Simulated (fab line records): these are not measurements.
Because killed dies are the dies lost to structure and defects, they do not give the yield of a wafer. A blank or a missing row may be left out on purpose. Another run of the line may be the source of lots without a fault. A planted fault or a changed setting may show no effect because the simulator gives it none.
Comparing a struck lot with a sound one -- flow n5_finfet -- 27 steps out of a route of 1938
Sound: wafers L765.1, L765.3, L765.6. Wafers struck: L773.2, L773.4, L773.5. At the end, the cause is stated.
For every step that has rows: the tool of each side, followed by ch and its chambers, followed by its first start. Under that, the readings that differ: sound wafers -- struck wafers -- difference of the means -- sigmas: that difference in standard deviations of wafers without a fault.
alike: readings with means less than 2 such deviations apart, plus words and numbers identical on both sides. not compared: withheld readings, readings lacking a value on some wafer, bounds such as >300 that could conceal the same value, and numbers that have no deviation in the record and whose values overlap.
The two part at a step that has a row with sigmas, a row that says differs or no value, or rows on one side only. When numbers do not overlap yet have no deviation, they are printed without sigmas and do not part them. A reading missing from all wafers of one side parts the sides only when that side holds two or more wafers.

N5_BEOL_M14_SPUTTER_45: material Cu, target thk 100 nm, time 16.67 s.
  sound on pvd_sputter-01, day 11 15:45; struck on pvd_sputter-01, day 13 03:27
  alike: bias_v, cathode_dc_power_W, throttle_valve_pct
then, 1 step without rows for these wafers: N5_BEOL_M14_ECD_47 (material Cu, target thk 1248 nm).
N5_BEOL_M14_ANNEAL_48: time 90 s.
  sound on rtp_anneal-02 ch 0, day 11 16:05; struck on rtp_anneal-01 ch 0, day 13 03:48
  alike: wafer_temp_C_max
N5_BEOL_M14_CMP_49: polishes, stops on SiO2, t overpolish 5.2 s, target thk 560 nm.
  sound on cmp-04 ch 0,1,3, day 11 16:26; struck on cmp-03 ch 0,1,3, day 13 04:03
  alike: barrier_field_endpoint_s, motor_current_A, overpolish_run_s, slurry_filter_dp_kPa, time_to_endpoint_s
N5_BEOL_M14_THK_MEAS_50: measures by xrf.
  sound on film_metro-01, day 11 16:41; struck on film_metro-02, day 13 04:21
  alike: M14_THK
then, 2 steps without rows for these wafers: N5_BEOL_M14_PRE_CLEAN_52 (time 15 s); N5_BEOL_M14_DEP_53 (deposits SiCN from 3MS/NH3, target thk 50 nm, time 17.8 s).
N5_BEOL_M14_RS_MEAS_54: uses a four-point probe to measure.
  sound on film_metro-01, day 11 16:49; struck on film_metro-02, day 13 04:31
  alike: M14_RS
N5_BEOL_M14_INSPECT_55: inspects for defects (darkfield).
  sound on defect_inspect-02, day 11 16:50; struck on defect_inspect-02, day 13 04:32
  alike: raw_defect_count
N5_BEOL_M15_ILD_DEP_00: deposits SiO2 from TEOS/O2, target thk 1629.3 nm, time 346.1 s.
  sound on pecvd-01 ch 0,1,2, day 11 16:53; struck on pecvd-04 ch 0,1,2, day 13 04:34
  alike: heater_power_w, showerhead_plenum_p_Torr, throttle_valve_pct
N5_BEOL_M15_THK_MEAS_01:
  sound on film_metro-02, day 11 17:08; struck on film_metro-02, day 13 04:49
  alike: M15_ILD_THK
then, 1 step without rows for these wafers: N5_BEOL_M15_COAT_58 (time 60 s, resist thk 89 nm).
N5_BEOL_M15_COAT_04: resist thk 800 nm.
  sound on litho_track-02 ch 0, day 11 17:10; struck on litho_track-05 ch 0, day 13 04:52
reading,sound,struck,difference,sigmas
spin_speed_rpm (rpm),1703.3 1704.6 1706.6,2025.9 2024.5 2024.7,+320.2,+99 or more
model.coat_of_BEOL_M15_COAT_04.thk_nm (nm),797.8 800.6 798.4,734.6 733.8 738.2,-63.4,
then, 6 steps without rows for these wafers: N5_BEOL_M15_EBR_06; N5_BEOL_M15_SOFTBAKE_05 (time 60 s); N5_BEOL_M15_EXPOSE_07 (exposes mask V14); N5_BEOL_M15_PEB_08 (peb time 90 s); N5_BEOL_M15_DEVELOP_09 (develop time 45 s); N5_BEOL_M15_HARDBAKE_14 (time 120 s).
N5_BEOL_M15_CD_MEAS_10 targets a cd of 360 nm.
  sound on cd_sem-03 ch 0, day 11 17:26; struck on cd_sem-03 ch 0, day 13 05:15
  alike: cd_nm
N5_BEOL_M15_OVL_MEAS_11:
  sound on overlay-01 ch 0, day 11 17:28; struck on overlay-01 ch 0, day 13 05:17
  alike: V14_OVL
N5_BEOL_M15_INSPECT_12: inspects for defects (macro).
  sound on defect_inspect-01, day 11 17:29; struck on defect_inspect-01, day 13 05:18
  alike: raw_defect_count
N5_BEOL_M15_DESCUM_15: chemistry O2, time 7.9 s.
  sound on rie_diel-04 ch 0,1,2, day 11 17:31; struck on rie_diel-03 ch 1,2,3, day 13 05:20
  alike: drypump_motor_current_A, o2_flow_sccm, oes_product_au, rf_vpp_V, showerhead_plenum_p_Torr, throttle_valve_pct
  not compared: rf_hours_counter_h
then, 1 step without rows for these wafers: N5_BEOL_M15_ETCH_59 (etches BARC in N2/H2, target depth 89 nm, overetch 26.7 nm, time 67.9 s).
N5_BEOL_M15_VIA_ETCH_16: etches SiO2 in C4F8/O2/Ar, target depth 1792.2 nm.
  sound on rie_diel-04 ch 0,1,2, day 11 17:37; struck on rie_diel-03 ch 1,2,3, day 13 05:25
reading,sound,struck,difference,sigmas
model.coat_of_BEOL_M15_COAT_04.thk_nm (nm),345.2 339.2 331.6,275 277.6 274,-63,
  alike: O2_flow_sccm, bias_w, drypump_motor_current_A, he_outer_torr, oes_product_au, rf_vpp_V, showerhead_plenum_p_Torr, throttle_valve_pct
then, 2 steps without rows for these wafers: N5_BEOL_M15_STRIP_63 (strips in O2); N5_PASSIVATION_PROBE_49.

== WHERE THEY PART ==
At N5_BEOL_M15_COAT_04 and nowhere else, as far as this record goes. Later steps at which nothing parts them and some readings are alike: N5_BEOL_M15_CD_MEAS_10, N5_BEOL_M15_OVL_MEAS_11, N5_BEOL_M15_INSPECT_12, N5_BEOL_M15_DESCUM_15, N5_BEOL_M15_VIA_ETCH_16.

WHY: what had been put in by the simulator
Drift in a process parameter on litho_track-05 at N5_BEOL_M15_COAT_04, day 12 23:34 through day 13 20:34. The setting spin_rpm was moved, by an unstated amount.
